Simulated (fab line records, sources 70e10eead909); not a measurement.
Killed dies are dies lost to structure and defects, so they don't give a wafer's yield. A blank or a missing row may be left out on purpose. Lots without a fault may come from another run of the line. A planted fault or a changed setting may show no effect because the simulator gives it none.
A struck lot beside a sound one | flow nand_harc | 14 steps out of a route of 1302
Sound: wafers L147.1, L147.2, L147.3. Struck: wafers L153.2, L153.3, L153.6. The cause comes at the end.
At each step with rows: each side's tool, then ch and its chambers, then its first start. Under that, the readings that differ: sound wafers | struck wafers | difference of the means | sigmas: that difference in standard deviations of wafers without a fault.
alike: readings whose means differ by less than 2 such deviations, and words and numbers that are the same on both sides. not compared: withheld readings, readings that some wafer has no value for, bounds like >300 that may hide the same value, and numbers for which the record gives no deviation and whose values overlap.
The two part at a step that has a row with sigmas, a row that says differs or no value, or rows on one side only. Numbers that don't overlap but have no deviation are shown without sigmas and don't part them. A reading that every wafer of one side lacks parts them only if that side has two wafers or more.

NHARC_A_ONON_D1_THK_MEAS_30: measures by ellipsometry.
  sound on film_metro-01, day 9 00:59; struck on film_metro-01, day 11 16:04
  reading     | sound       | struck         | difference | sigmas
  thk_nm (nm) | 978 981 977 | 1014 1016 1017 | +37        | +4
NHARC_A_ONON_D1_DEP_33: deposits SiO2, target thk 200 nm.
  sound on pecvd-01 ch 0,1,2, day 9 01:03; struck on pecvd-01 ch 0,1, day 11 16:07
  alike: heater_power_w, throttle_valve_pct
NHARC_A_ONON_D1_THK_MEAS_34: measures by ellipsometry.
  sound on film_metro-01, day 9 01:28; struck on film_metro-01, day 11 16:32
  alike: thk_nm
NHARC_A_ONON_D1_INSPECT_32:
  sound on defect_inspect-01, day 9 01:32; struck on defect_inspect-01, day 11 16:36
  alike: raw_defect_count
NHARC_A_CHANNEL_HOLE_D1_DEP_00: deposits aC, target thk 3100 nm.
  sound on acl_dep-02 ch 0, day 9 02:13; struck on acl_dep-02 ch 0, day 11 20:07
  alike: throttle_valve_pct
NHARC_A_CHANNEL_HOLE_D1_DEP_01: deposits SiON, target thk 140 nm.
  sound on pecvd-04 ch 0,1,2, day 9 04:08; struck on pecvd-01 ch 1,2, day 11 21:46
  alike: heater_power_w
then, 5 steps without rows for these wafers: NHARC_A_CHANNEL_HOLE_D1_DEHYDRATE_02 (time 120 s); NHARC_A_CHANNEL_HOLE_D1_HMDS_03 (time 30 s); NHARC_A_CHANNEL_HOLE_D1_COAT_36 (time 75 s); NHARC_A_CHANNEL_HOLE_D1_COAT_37 (time 65 s); NHARC_A_CHANNEL_HOLE_D1_COAT_04 (resist thk 90 nm).
NHARC_A_CHANNEL_HOLE_D1_SOFTBAKE_05: time 55 s.
  sound on litho_track-04 ch 0, day 9 04:00; struck on litho_track-01 ch 0, day 11 22:00
  reading                  | sound                | struck               | difference | sigmas
  heater_power_total_W (W) | 188.28 188.42 188.72 | 175.51 175.77 175.42 | -12.91     | -86
  plate_temp_C (C)         | 104.93 105.04 104.95 | 99.75 99.70 99.58    | -5.30      | -41
then, 1 step without rows for these wafers: NHARC_A_CHANNEL_HOLE_D1_EBR_06.
-- the record jumps here: 16 days lie between the struck wafers' starts before and after (it left off in module A_CHANNEL_HOLE_D1 and takes up again in module END, whose first step shown is number 1302 of the route) --
NHARC_END_SORT_01:
  the record has rows for the struck wafers here (prober-02 ch 0, day 27 11:19) and none for the sound ones

WHERE THEY PART
First at NHARC_A_ONON_D1_THK_MEAS_30; last, within this record, at NHARC_END_SORT_01.

WHY: what the simulator had put in
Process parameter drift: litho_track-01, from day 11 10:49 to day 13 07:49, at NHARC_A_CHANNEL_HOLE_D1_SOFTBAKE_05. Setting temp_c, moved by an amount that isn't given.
